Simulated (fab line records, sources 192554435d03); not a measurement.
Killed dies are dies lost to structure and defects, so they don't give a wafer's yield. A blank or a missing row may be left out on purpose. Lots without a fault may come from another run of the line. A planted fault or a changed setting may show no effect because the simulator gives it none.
One fault seen from 3 desks | flow n5_finfet | each desk has only its own numbers; what lay behind them comes last

THE DEFECT DESK
What the inspections along the route counted, lot by lot: means of the sampled wafers that have a number. A lot is out of limits, marked OUT, if its mean lies more than 4 standard deviations from the usual mean; the brackets give that distance.
Columns: A = raw_defect_count at N5_BEOL_M8_INSPECT_58, usual 66
lot  | first seen here | A
L587 | day 10 05:02    | 52
L588 | day 10 15:30    | 63
L590 | day 10 21:44    | 41
L591 | day 11 07:40    | 48
L592 | day 11 14:58    | 49
L602 | day 13 17:45    | 87
L605 | day 14 16:52    | 94
L604 | day 14 17:38    | 61
L607 | day 15 05:20    | 67
L606 | day 15 15:48    | 58
This desk's finding: nothing out of limits on any of the 10 lots.

THE METROLOGY DESK
What the gauges read, lot by lot, whatever tool the lot ran on: means of the sampled wafers that have a number. A lot is out of limits, marked OUT, if its mean lies more than 4 standard deviations from the usual mean; the brackets give that distance. Of its 12 readings 7 are shown: the one that was out of limits first, and those that lie furthest out on some lot.
Columns: A = DIBL_N at N5_BEOL_M4_RC_MEAS_101, usual 36.3 mV/V; B = DIBL_P at N5_BEOL_M4_RC_MEAS_101, usual 36.5 mV/V; C = IOFF_N at N5_BEOL_M4_RC_MEAS_101, usual 0.163 nA/um; D = IOFF_P at N5_BEOL_M4_RC_MEAS_101, usual 0.22 nA/um; E = SS_P at N5_BEOL_M4_RC_MEAS_101, usual 73.3 mV/dec; F = VT_N at N5_BEOL_M4_RC_MEAS_101, usual 249.3 mV; G = M9_ILD_THK at N5_BEOL_M9_THK_MEAS_01, usual 267 nm
lot  | first seen here | A    | B    | C     | D    | E    | F     | G
L587 | day 8 10:20     | 33.9 | 34.1 | 0.131 | 0.16 | 73.1 | 252.4 | 265
L588 | day 9 01:08     | 37.9 | 37.6 | 0.176 | 0.25 | 74.1 | 248.6 | 269
L590 | day 9 08:10     | 34.4 | 35.9 | 0.158 | 0.19 | 73.7 | 249.2 | 267
L591 | day 9 14:32     | 37.1 | 37.2 | 0.165 | 0.23 | 73.2 | 248.0 | 265
L592 | day 9 16:22     | 36.5 | 37.5 | 0.174 | 0.21 | 74.3 | 246.8 | 263
L602 | day 12 02:19    | 35.3 | 35.7 | 0.142 | 0.18 | 73.1 | 251.4 | 297 (+8.9) OUT
L605 | day 12 18:37    | 36.4 | 35.2 | 0.150 | 0.20 | 72.8 | 248.6 | 266
L604 | day 12 23:14    | 39.6 | 39.3 | 0.212 | 0.26 | 74.1 | 245.6 | 268
L607 | day 13 16:11    | 36.4 | 39.6 | 0.174 | 0.24 | 73.1 | 248.5 | 268
L606 | day 13 19:29    | 34.2 | 34.0 | 0.125 | 0.21 | 72.6 | 255.6 | 269
This desk's finding: out of limits on L602; first on L602, day 13 18:34 (M9_ILD_THK at N5_BEOL_M9_THK_MEAS_01). In limits: L587, L588, L590, L591, L592, L605, L604, L607, L606.

THE TOOL OWNER'S DESK: pecvd-01
The tool's own readings at N5_BEOL_M9_ILD_DEP_00 (deposits SiCOH lowk from DEMS/porogen, target thk 308.51 nm, time 58 s): means of the sampled wafers that have a number, for each lot that ran on this tool. A lot is out of limits, marked OUT, if its mean lies more than 4 standard deviations from the usual mean; the brackets give that distance.
Columns: A = heater_power_w at N5_BEOL_M9_ILD_DEP_00, usual 322 W; B = run_length_s at N5_BEOL_M9_ILD_DEP_00, usual 100.6 s; C = showerhead_plenum_p_Torr at N5_BEOL_M9_ILD_DEP_00, usual 5.736 Torr; D = showerhead_vpp_V at N5_BEOL_M9_ILD_DEP_00, usual 1391 V; E = throttle_valve_pct at N5_BEOL_M9_ILD_DEP_00, usual 14.1 %
lot  | first seen here | A   | B               | C     | D    | E
L587 | day 10 05:05    | 344 | 100.3           | 5.733 | 1379 | 13.6
L590 | day 10 21:46    | 335 | 100.2           | 5.742 | 1352 | 13.6
L591 | day 11 07:41    | 347 | 100.3           | 5.746 | 1342 | 13.4
L602 | day 13 17:47    | 359 | 106.6 (+12) OUT | 5.748 | 1348 | 13.8
This desk's finding: out of limits on L602; first on L602, day 13 17:47 (run_length_s at N5_BEOL_M9_ILD_DEP_00). In limits: L587, L590, L591.

PUT TOGETHER
The tool owner's desk could have raised an alarm at day 13 17:47, on L602.
The metrology desk could have raised an alarm at day 13 18:34, on L602.
The defect desk saw nothing out of limits.
The defect desk has L602 on record, within its limits.
Of the lots named, all ran N5_BEOL_M9_ILD_DEP_00 on pecvd-01.

WHAT THE SIMULATOR HAD PUT IN
Process parameter drift: pecvd-01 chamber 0, from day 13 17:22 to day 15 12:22, at N5_BEOL_M9_ILD_DEP_00. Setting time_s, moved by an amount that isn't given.
Lots struck among those shown: L602.
Hours from the fault's start to each desk's first reading out of limits: the tool owner's desk, 0; the metrology desk, 1.
